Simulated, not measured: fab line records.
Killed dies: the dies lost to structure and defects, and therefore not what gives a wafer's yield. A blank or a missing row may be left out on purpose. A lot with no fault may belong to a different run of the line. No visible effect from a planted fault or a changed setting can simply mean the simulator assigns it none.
fab line records | flow n5_finfet
record: lots: 7 | wafers: 21
route steps=1938 shown PASSIVATION@1915
start_h: hours from the record's first day to the start of the lot's first wafer shown | wait_h: hours elapsed since this lot's preceding step | " same as the row above | L1.1+2: a row that stands for several wafers | - no value, or no start given | * or withheld: withheld | < > ~ a bound
route shown NAME@n: a module of which the file shows steps, and the number in the route of the first | usual: mean and standard deviation over wafers with no fault | same: alike in all rows | chamber/n: place in a boat | sites: readings site by site | _std_site: the values' standard deviation | _edge_site: the outer-site mean with the inner-site mean subtracted | radius_mm: how far each site lies from the wafer's centre | mask NAME#n: copy n | behind: the last tool/chamber to shape the wafer | hold: cause of the lot's hold/its duration in hours/its outcome | device: the n, p or np transistor that did not switch | end of line: the same wafers' tests at the end of the route | for a step that has no rows: nothing shown but its recipe | killed: count of dies lost to structure and defects at first sort (not the wafer's yield) | map: the dies of a wafer, with x for killed, . for not killed, _ for no die there
set.NAME: the run value of the setting; set.NAME@STEP: its run value at that earlier step | model.NAME: the simulator's own value behind a step, which no gauge read
lots with deliberately changed settings; one table per step, one row per wafer
== steps ==
step: N5_PASSIVATION_PECVD_53
recipe: material: SiO2 | target_thk_a: 8000 | temp_c: 400 | precursor: TEOS/O2 | pressure_torr: 6.5 | rf_w: withheld | teos_flow_sccm: withheld | gas: O2 | flow_sccm: 2650 | time_s: 169.4
lot.wafer | tool     | chamber | start_h | wait_h | set.temp_c | model.SiO2_of_PASSIVATION_PECVD_53.thk_nm
L079.1    | pecvd-04 | 1       | 312.28  | 0.0    | 400        | 799.8
L079.3    | "        | 2       | "       | "      | 400        | 789.4
L079.4    | "        | 1       | "       | "      | 400        | 808.4
L077.1    | pecvd-04 | 1       | 313.75  | 0.0    | 400        | 805
L077.2    | "        | 0       | "       | "      | 400        | 800.8
L077.4    | "        | 1       | "       | "      | 404.6      | 780
L087.1    | pecvd-02 | 0       | 346.18  | 0.0    | 391.5      | 838
L087.2    | "        | 1       | "       | "      | 391.5      | 843.6
L087.4    | "        | 0       | "       | "      | 400        | 811.4
L089.2    | pecvd-04 | 2       | 356.30  | 0.0    | 400        | 783.4
L089.3    | "        | 1       | "       | "      | 410.2      | 742.6
L089.6    | "        | 0       | "       | "      | 400        | 814.2
L093.3    | pecvd-02 | 1       | 371.37  | 0.0    | 400        | 789.6
L093.5    | "        | 1       | "       | "      | 400        | 801.8
L093.6    | "        | 0       | "       | "      | 391.2      | 852.6
L092.2    | pecvd-04 | 0       | 389.85  | 0.0    | 400        | 781
L092.4    | "        | 0       | "       | "      | 412.6      | 733
L092.5    | "        | 1       | "       | "      | 412.6      | 726
L096.3    | pecvd-04 | 1       | 405.09  | 0.0    | 412        | 726.8
L096.4    | "        | 1       | "       | "      | 400        | 800.6
L096.6    | "        | 2       | "       | "      | 400        | 802
step: N5_PASSIVATION_PECVD_35
recipe: material: SiNx | target_thk_a: 7000 | temp_c: 400 | precursor: SiH4/NH3/N2 | pressure_torr: 4.9 | rf_w: 1406 | time_s: 151.3
step: N5_PASSIVATION_HMDS_37
recipe: time_s: 60 | temp_c: 120
step: N5_PASSIVATION_SRD_72
recipe: dry: ipa_marangoni | time_s: 30 | temp_c: 23 | rinse_liquid: diw
step: N5_PASSIVATION_ANNEAL_56
recipe: temp_c: 400 | time_s: 1800 | ambient: FGA | idle_temp_c: 300 | ramp_up_c_per_min: 5 | ramp_down_c_per_min: 3
step: N5_PASSIVATION_PROBE_49
usual: defect_limited_yield: 91.6/1.2 | killed_at_M0_to_M3: 33/9.4 | killed_at_M4_up: 13/5.2 | killed_at_contacts: 13/5.6 | killed_at_front_end: 37/9.5 | killed_at_other: 4/3.1 | killed_dies: 99/15 | killed_open: 65/11 | killed_short: 32/7.5 | sort_bin_5_function: 4.9/0.77 | sort_bin_6_memory: 3.1/0.65 | sort_bin_8_speed: 0.01/0.056 | sort_n_pass: 1081/15 | sort_yield_pct: 91.6/1.2
same: gross_dies: 1180 | killed_at_back_side: 0 | sort_bin_4_leakage[%]: 0
lot.wafer | tool      | chamber | start_h | wait_h | set.temp_c@PASSIVATION_PECVD_53 | defect_limited_yield[%] | killed_at_M0_to_M3 | killed_at_M4_up | killed_at_contacts | killed_at_front_end | killed_at_other | killed_dies | killed_open | killed_short | sort_bin_5_function[%] | sort_bin_6_memory[%] | sort_bin_8_speed[%] | sort_n_pass | sort_yield_pct[%]
L079.1    | prober-01 | -       | 316.16  | 0.0    | 400                             | 93.2                    | 16                 | 12              | 21                 | 31                  | 0               | 80          | 54          | 26           | 4.4                    | 2.1                  | 0                   | 1100        | 93.2
L079.3    | prober-01 | -       | 316.26  | 0.1    | 400                             | 91.9                    | 24                 | 7               | 26                 | 38                  | 1               | 96          | 69          | 24           | 5.3                    | 2.5                  | 0                   | 1084        | 91.9
L079.4    | prober-01 | -       | 316.31  | 0.2    | 400                             | 93.2                    | 22                 | 10              | 14                 | 33                  | 1               | 80          | 59          | 21           | 3.9                    | 2.7                  | 0                   | 1100        | 93.2
L077.1    | prober-02 | -       | 317.59  | 0.0    | 400                             | 91.2                    | 33                 | 8               | 23                 | 35                  | 5               | 104         | 62          | 32           | 5.5                    | 2.5                  | 0                   | 1076        | 91.2
L077.2    | prober-02 | -       | 317.64  | 0.1    | 400                             | 91.1                    | 26                 | 15              | 26                 | 35                  | 3               | 105         | 64          | 26           | 4.9                    | 3.8                  | 0                   | 1075        | 91.1
L077.4    | prober-02 | -       | 317.74  | 0.2    | 404.6                           | 91.9                    | 21                 | 13              | 12                 | 42                  | 8               | 96          | 72          | 23           | 5.5                    | 2.5                  | 0                   | 1084        | 91.9
L087.1    | prober-01 | -       | 349.86  | 0.0    | 391.5                           | 88.6                    | 29                 | 17              | 6                  | 39                  | 43              | 134         | 68          | 26           | 8.9                    | 2.2                  | 0                   | 1046        | 88.6
L087.2    | prober-01 | -       | 349.91  | 0.1    | 391.5                           | 89.4                    | 25                 | 19              | 10                 | 24                  | 47              | 125         | 60          | 22           | 7.4                    | 3.0                  | 0                   | 1055        | 89.4
L087.4    | prober-01 | -       | 350.01  | 0.2    | 400                             | 64.1                    | 18                 | 17              | 7                  | 378                 | 4               | 424         | 48          | 25           | 33.6                   | 2.3                  | 0                   | 756         | 64.1
L089.2    | prober-01 | -       | 360.15  | 0.1    | 400                             | 91.5                    | 39                 | 9               | 13                 | 35                  | 4               | 100         | 70          | 24           | 4.5                    | 3.6                  | 0.08                | 1080        | 91.5
L089.3    | prober-01 | -       | 360.20  | 0.1    | 410.2                           | 91.9                    | 40                 | 4               | 5                  | 38                  | 8               | 95          | 65          | 30           | 4.2                    | 3.6                  | 0                   | 1085        | 91.9
L089.6    | prober-01 | -       | 360.35  | 0.3    | 400                             | 90.9                    | 38                 | 8               | 12                 | 40                  | 9               | 107         | 70          | 36           | 4.8                    | 3.8                  | 0                   | 1073        | 90.9
L093.3    | prober-01 | -       | 376.43  | 0.1    | 400                             | 92.2                    | 32                 | 13              | 17                 | 29                  | 1               | 92          | 63          | 28           | 5.1                    | 2.5                  | 0                   | 1088        | 92.2
L093.5    | prober-01 | -       | 376.53  | 0.2    | 400                             | 90.5                    | 26                 | 13              | 15                 | 54                  | 4               | 112         | 72          | 40           | 6.2                    | 3.1                  | 0                   | 1068        | 90.5
L093.6    | prober-01 | -       | 376.58  | 0.3    | 391.2                           | 86.6                    | 24                 | 7               | 18                 | 51                  | 58              | 158         | 74          | 27           | 9.8                    | 3.1                  | 0                   | 1022        | 86.6
L092.2    | prober-01 | -       | 393.96  | 0.1    | 400                             | 93.2                    | 24                 | 7               | 12                 | 34                  | 3               | 80          | 50          | 30           | 3.7                    | 2.6                  | 0                   | 1100        | 93.2
L092.4    | prober-01 | -       | 394.06  | 0.2    | 412.6                           | 93.7                    | 26                 | 2               | 13                 | 33                  | 0               | 74          | 50          | 21           | 4.1                    | 1.9                  | 0                   | 1106        | 93.7
L092.5    | prober-01 | -       | 394.11  | 0.2    | 412.6                           | 90.9                    | 48                 | 14              | 9                  | 34                  | 2               | 107         | 74          | 33           | 5.6                    | 3.3                  | 0                   | 1073        | 90.9
L096.3    | prober-01 | -       | 408.94  | 0.1    | 412                             | 92.1                    | 22                 | 4               | 5                  | 54                  | 8               | 93          | 61          | 32           | 5.0                    | 2.7                  | 0                   | 1087        | 92.1
L096.4    | prober-01 | -       | 408.99  | 0.2    | 400                             | 91.4                    | 33                 | 5               | 12                 | 45                  | 7               | 102         | 58          | 43           | 5.6                    | 2.7                  | 0                   | 1078        | 91.4
L096.6    | prober-01 | -       | 409.09  | 0.3    | 400                             | 90.3                    | 41                 | 10              | 20                 | 36                  | 7               | 114         | 69          | 43           | 5.8                    | 3.3                  | 0                   | 1066        | 90.3
killed by level:class
L079.1 MOL_CONTACT_COAG:geometric_particle:open=15 BEOL_M2:geometric_particle:open=8 STI_FIN_REVEAL:geometric_particle:open=7 MOL_CONTACT_COAG:geometric_particle:short=6 DUMMY_GATE:geometric_particle:open=5 FIN_SAQP:geometric_particle:open=3 BEOL_M4:geometric_particle:open=3 BEOL_M6:geometric_particle:open=3
L079.3 MOL_CONTACT_COAG:geometric_particle:open=23 BEOL_M2:geometric_particle:open=7 FIN_SAQP:geometric_particle:open=6 FIN_SAQP:geometric_particle:short=6 BEOL_M0_SAQP:geometric_particle:short=6 BEOL_M0_SAQP:geometric_particle:open=6 DUMMY_GATE:geometric_particle:open=5 GATE_CUT:geometric_particle:open=5
L079.4 MOL_CONTACT_COAG:geometric_particle:open=12 STI_FIN_REVEAL:geometric_particle:open=8 BEOL_M2:geometric_particle:open=8 FIN_SAQP:geometric_particle:open=7 BEOL_M0_SAQP:geometric_particle:open=7 DUMMY_GATE:geometric_particle:open=4 STI_FIN_REVEAL:geometric_particle:short=3 GATE_CUT:geometric_particle:short=3
L077.1 MOL_CONTACT_COAG:geometric_particle:open=11 BEOL_M1:geometric_particle:open=11 MOL_CONTACT_COAG:area_expose=10 STI_FIN_REVEAL:geometric_particle:open=8 FIN_SAQP:geometric_particle:open=6 BEOL_M1:geometric_particle:short=6 FIN_SAQP:geometric_particle:short=5 GATE_CUT:geometric_particle:short=5
L077.2 MOL_CONTACT_COAG:area_expose=14 MOL_CONTACT_COAG:geometric_particle:open=10 DUMMY_GATE:geometric_particle:open=9 BEOL_M3:geometric_particle:open=7 BEOL_M4:geometric_particle:open=7 BEOL_M0_SAQP:geometric_particle:short=6 FIN_SAQP:geometric_particle:short=4 FIN_SAQP:geometric_particle:open=4
L077.4 STI_FIN_REVEAL:geometric_particle:open=14 MOL_CONTACT_COAG:geometric_particle:open=10 FIN_SAQP:geometric_particle:open=6 FIN_SAQP:geometric_particle:short=6 BEOL_M3:geometric_particle:open=6 BEOL_M4:geometric_particle:open=6 PASS1_CAP:geometric_particle:open=6 STI_FIN_REVEAL:geometric_particle:short=4
L087.1 PASSIVATION:area_pecvd=39 BEOL_M2:geometric_particle:open=13 GATE_CUT:geometric_particle:short=7 BEOL_M1:geometric_particle:open=6 BEOL_M4:geometric_particle:open=6 GATE_CUT:geometric_particle:open=5 MOL_CONTACT_COAG:geometric_particle:open=5 BEOL_M3:geometric_particle:open=5
L087.2 PASSIVATION:area_pecvd=42 MOL_CONTACT_COAG:geometric_particle:open=9 BEOL_M4:geometric_particle:open=9 GATE_CUT:geometric_particle:open=6 BEOL_M1:geometric_particle:open=6 GATE_CUT:geometric_particle:short=5 BEOL_M0_SAQP:geometric_particle:open=5 BEOL_M0_SAQP:geometric_particle:short=5
L087.4 WELL_APT:area_peb=347 MOL_CONTACT_COAG:geometric_particle:open=6 BEOL_M4:geometric_particle:open=6 STI_FIN_REVEAL:geometric_particle:open=5 DUMMY_GATE:geometric_particle:open=5 BEOL_M5:geometric_particle:open=4 STI_FIN_REVEAL:geometric_particle:short=3 ILD0:geometric_particle:short=3
L089.2 BEOL_M3:geometric_particle:open=10 MOL_CONTACT_COAG:geometric_particle:open=8 BEOL_M0:geometric_particle:open=8 FIN_SAQP:geometric_particle:short=7 FIN_SAQP:geometric_particle:open=6 BEOL_M2:geometric_particle:open=6 STI_FIN_REVEAL:geometric_particle:open=5 BEOL_M0_SAQP:geometric_particle:open=5
L089.3 FIN_SAQP:geometric_particle:open=15 BEOL_M1:geometric_particle:open=14 BEOL_M1:geometric_particle:short=8 MOL_CONTACT_COAG:geometric_particle:open=5 BEOL_M0_SAQP:geometric_particle:open=5 BEOL_M0:geometric_particle:open=5 GATE_CUT:geometric_particle:short=4 BEOL_M2:geometric_particle:open=4
L089.6 BEOL_M3:geometric_particle:open=15 FIN_SAQP:geometric_particle:short=14 MOL_CONTACT_COAG:geometric_particle:open=7 STI_FIN_REVEAL:geometric_particle:open=5 BEOL_M0_SAQP:geometric_particle:open=5 BEOL_M2:geometric_particle:open=5 PASS1_CAP:geometric_particle:open=5 FIN_SAQP:geometric_particle:open=4
L093.3 MOL_CONTACT_COAG:geometric_particle:open=16 BEOL_M3:geometric_particle:open=10 FIN_SAQP:geometric_particle:short=6 STI_FIN_REVEAL:geometric_particle:open=5 BEOL_M0_SAQP:geometric_particle:open=5 STARTING-WAFER:geometric_particle:short=5 BEOL_M0_SAQP:geometric_particle:short=4 BEOL_M4:geometric_particle:open=4
L093.5 MOL_CONTACT_COAG:geometric_particle:open=15 FIN_SAQP:geometric_particle:short=14 STI_FIN_REVEAL:geometric_particle:open=10 FIN_SAQP:geometric_particle:open=9 BEOL_M0_SAQP:geometric_particle:open=7 BEOL_M0_SAQP:geometric_particle:short=7 BEOL_M3:geometric_particle:open=6 BEOL_M4:geometric_particle:open=5
L093.6 PASSIVATION:area_pecvd=56 FIN_SAQP:geometric_particle:open=22 MOL_CONTACT_COAG:geometric_particle:open=16 FIN_SAQP:geometric_particle:short=9 BEOL_M3:geometric_particle:open=8 BEOL_M4:geometric_particle:open=6 BEOL_M0_SAQP:geometric_particle:short=5 ILD0:geometric_particle:open=4
L092.2 MOL_CONTACT_COAG:geometric_particle:open=10 DUMMY_GATE:geometric_particle:open=8 BEOL_M0_SAQP:geometric_particle:short=8 FIN_SAQP:geometric_particle:open=6 FIN_SAQP:geometric_particle:short=6 STI_FIN_REVEAL:geometric_particle:open=4 BEOL_M0_SAQP:geometric_particle:open=4 STARTING-WAFER:geometric_particle:short=4
L092.4 MOL_CONTACT_COAG:geometric_particle:open=13 DUMMY_GATE:geometric_particle:open=8 BEOL_M2:geometric_particle:open=8 BEOL_M0_SAQP:geometric_particle:short=6 STARTING-WAFER:geometric_particle:open=5 FIN_SAQP:geometric_particle:short=4 FIN_SAQP:geometric_particle:open=4 BEOL_M1:geometric_particle:open=4
L092.5 BEOL_M1:geometric_particle:open=15 FIN_SAQP:geometric_particle:open=11 BEOL_M0_SAQP:geometric_particle:open=10 MOL_CONTACT_COAG:geometric_particle:open=9 BEOL_M0_SAQP:geometric_particle:short=8 BEOL_M1:geometric_particle:short=7 FIN_SAQP:geometric_particle:short=6 DUMMY_GATE:geometric_particle:open=5
L096.3 FIN_SAQP:geometric_particle:open=18 FIN_SAQP:geometric_particle:short=9 BEOL_M2:geometric_particle:open=7 STI_FIN_REVEAL:geometric_particle:open=6 BEOL_M0_SAQP:geometric_particle:short=6 STARTING-WAFER:geometric_particle:short=6 MOL_CONTACT_COAG:geometric_particle:open=5 BEOL_M1:geometric_particle:open=5
L096.4 STI_FIN_REVEAL:geometric_particle:open=11 BEOL_M3:geometric_particle:open=9 BEOL_M0_SAQP:geometric_particle:short=8 MOL_CONTACT_COAG:geometric_particle:open=7 FIN_SAQP:geometric_particle:short=6 FIN_SAQP:geometric_particle:open=6 BEOL_M2:geometric_particle:open=6 MOL_CONTACT_COAG:geometric_particle:short=5
L096.6 MOL_CONTACT_COAG:geometric_particle:open=17 BEOL_M0_SAQP:geometric_particle:short=13 BEOL_M4:geometric_particle:open=8 BEOL_M0_SAQP:geometric_particle:open=8 FIN_SAQP:geometric_particle:open=5 FIN_SAQP:geometric_particle:short=5 BEOL_M2:geometric_particle:open=5 BEOL_M1:geometric_particle:open=5
== key ==
split: step: N5_PASSIVATION_PECVD_53 | setting: temp_c | stated: 400 | by: wafer
response: step: N5_PASSIVATION_PECVD_53 | reading: model.SiO2_of_PASSIVATION_PECVD_53.thk_nm | change: -20.6 | per: 1% | r: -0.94
response: step: N5_PASSIVATION_PROBE_49 | reading: defect_limited_yield | shape: bent | at_lowest: 86.6 | at_stated: 89.6 | at_highest: 92.3
response: step: N5_PASSIVATION_PROBE_49 | reading: killed_at_other | shape: bent | at_lowest: 58 | at_stated: 4 | at_highest: 1
response: step: N5_PASSIVATION_PROBE_49 | reading: killed_dies | shape: bent | at_lowest: 158 | at_stated: 123 | at_highest: 90
response: step: N5_PASSIVATION_PROBE_49 | reading: sort_n_pass | shape: bent | at_lowest: 1022 | at_stated: 1057 | at_highest: 1090
response: step: N5_PASSIVATION_PROBE_49 | reading: sort_yield_pct | shape: bent | at_lowest: 86.6 | at_stated: 89.6 | at_highest: 92.3
